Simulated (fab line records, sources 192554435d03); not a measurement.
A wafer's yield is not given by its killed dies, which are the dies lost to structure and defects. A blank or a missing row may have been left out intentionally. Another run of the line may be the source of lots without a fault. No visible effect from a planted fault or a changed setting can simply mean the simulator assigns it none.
Split-lot study + flow n5 finfet + 21 wafers read from 7 lots, route of 1938 steps

THE SPLIT ITSELF
At N5_BEOL_M1_COAT_05 (resist thk 30 nm), the setting spin rpm was moved away from the recipe's 1500 rpm on 11 of the 21 wafers read, by -3.9% to +9.5%. This setting was run at the recipe's value on the other wafers.

FROM THE SPLIT TO THE READING: what the file shows between them, 3 steps
- N5_BEOL_M1_EBR_07
- N5_BEOL_M1_SOFTBAKE_06: time 60 s
- N5_BEOL_M1_DESCUM_16: chemistry O2, time 7 s

THE READING
CAR-EUV_of_BEOL_M1_COAT_05.thk nm (the simulator's own value, which no gauge read), in nm, at N5_BEOL_M1_ETCH_74 (etches underlayer in N2/H2, target depth 6.5 nm, time 5.2 s). The file gives no usual value for it. Average 20.3 nm, standard deviation 0.2 nm, over the 10 wafers here run with the recipe.

| wafer  | tool, chamber at the split | spin rpm as run, rpm | against the recipe | CAR-EUV_of_BEOL_M1_COAT_05.thk nm, nm | against lot-mates on the recipe |
|--------|----------------------------|----------------------|--------------------|---------------------------------------|---------------------------------|
| L075.1 | litho track-03, 0          | 1567                 | +4.5%              | 19.6                                  | no lot-mate on the recipe       |
| L075.3 | litho track-03, 0          | 1567                 | +4.5%              | 19.8                                  | no lot-mate on the recipe       |
| L075.6 | litho track-03, 0          | 1567                 | +4.5%              | 19.6                                  | no lot-mate on the recipe       |
| L080.2 | litho track-05, 0          | 1620                 | +8.0%              | 18.8                                  | -1.0                            |
| L080.4 | litho track-05, 0          | 1500                 | recipe             | 19.8                                  | -                               |
| L080.6 | litho track-05, 0          | 1620                 | +8.0%              | 19                                    | -0.8                            |
| L082.2 | litho track-05, 0          | 1442                 | -3.9%              | 21                                    | +0.6                            |
| L082.4 | litho track-05, 0          | 1442                 | -3.9%              | 20.8                                  | +0.4                            |
| L082.6 | litho track-05, 0          | 1500                 | recipe             | 20.4                                  | -                               |
| L091.3 | litho track-05, 0          | 1643                 | +9.5%              | 19.4                                  | -1.2                            |
| L091.4 | litho track-05, 0          | 1643                 | +9.5%              | 19                                    | -1.6                            |
| L091.5 | litho track-05, 0          | 1500                 | recipe             | 20.6                                  | -                               |
| L094.2 | litho track-04, 0          | 1500                 | recipe             | 20.2                                  | -                               |
| L094.3 | litho track-04, 0          | 1500                 | recipe             | 20.4                                  | -                               |
| L094.4 | litho track-04, 0          | 1545                 | +3.0%              | 20.2                                  | -0.1                            |
| L097.1 | litho track-05, 0          | 1500                 | recipe             | 20.4                                  | -                               |
| L097.3 | litho track-05, 0          | 1500                 | recipe             | 20.2                                  | -                               |
| L097.6 | litho track-05, 0          | 1445                 | -3.7%              | 21                                    | +0.7                            |
| L096.1 | litho track-03, 0          | 1500                 | recipe             | 20.2                                  | -                               |
| L096.2 | litho track-03, 0          | 1500                 | recipe             | 20.2                                  | -                               |
| L096.3 | litho track-03, 0          | 1500                 | recipe             | 20.4                                  | -                               |

THE FIT
A straight line over all 21 wafers: CAR-EUV_of_BEOL_M1_COAT_05.thk nm changes by -0.143 nm for each +1% of spin rpm; r = -0.94; the points scatter about the line by 0.23 nm.
The same after taking each lot's own level away (the mean of its wafers on the recipe; 18 wafers): -0.134 nm for each +1%; r = -0.97; scatter 0.16 nm.
The reading moves by 1.3 nm for the largest change in spin rpm, on that fit.
The lots' own levels span 19.80 to 20.60 nm, that is 3.9 times the standard deviation above.
The two slopes agree, so the slope changes little with the lot-to-lot level.
Check: -1.27 nm against its lot-mates is what the line predicts for one of the wafers moved furthest among these (+9.5%) when that wafer is left out of the fit. Against them it came out at -1.2 nm.

OTHER SPLITS ON THESE WAFERS
Other splits were also applied to these wafers ahead of the reading. Each is held against what the fit with the lots' levels taken away leaves over:
| other split on the same wafers   | wafers away from the commonest value | r with CAR-EUV_of_BEOL_M1_COAT_05.thk nm (lot level and that fit taken away) |
|----------------------------------|--------------------------------------|------------------------------------------------------------------------------|
| N5_BEOL_M0_SAQP_COAT_81 spin rpm | 5                                    | -0.68                                                                        |
| N5_BEOL_M0_CUTY_COAT_51 spin rpm | 5                                    | +0.08                                                                        |
| N5_BEOL_M1_COAT_73 spin rpm      | 10                                   | +0.28                                                                        |

THE WHOLE CHAIN: every reading that the file lists as answering this split, in the file's order
| step                 | what it does                                                | reading                                                                            | change (the file's fit)                                                                | r (the file's) |
|----------------------|-------------------------------------------------------------|------------------------------------------------------------------------------------|----------------------------------------------------------------------------------------|----------------|
| N5_BEOL_M1_COAT_05   | resist thk 30 nm                                            | CAR-EUV_of_BEOL_M1_COAT_05.thk nm (the simulator's own value, which no gauge read) | -0.135 nm for each +1% of the setting                                                  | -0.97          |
| N5_BEOL_M1_DESCUM_16 | chemistry O2, time 7 s                                      | CAR-EUV_of_BEOL_M1_COAT_05.thk nm (the simulator's own value, which no gauge read) | -0.152 nm for each +1% of the setting                                                  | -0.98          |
| N5_BEOL_M1_ETCH_74   | etches underlayer in N2/H2, target depth 6.5 nm, time 5.2 s | CAR-EUV_of_BEOL_M1_COAT_05.thk nm (the simulator's own value, which no gauge read) | -0.132 nm for each +1% of the setting                                                  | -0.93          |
| N5_BEOL_M1_ETCH_63   | etches SiARC in CF4, target depth 15.6 nm, time 26 s        | CAR-EUV_of_BEOL_M1_COAT_05.thk nm (the simulator's own value, which no gauge read) | -0.133 nm for each +1% of the setting, in a fit together with spin rpm@BEOL_M1_COAT_73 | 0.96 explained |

FILE'S OWN FIT
CAR-EUV_of_BEOL_M1_COAT_05.thk nm changes by -0.132 nm for each +1% of spin rpm, r = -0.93.
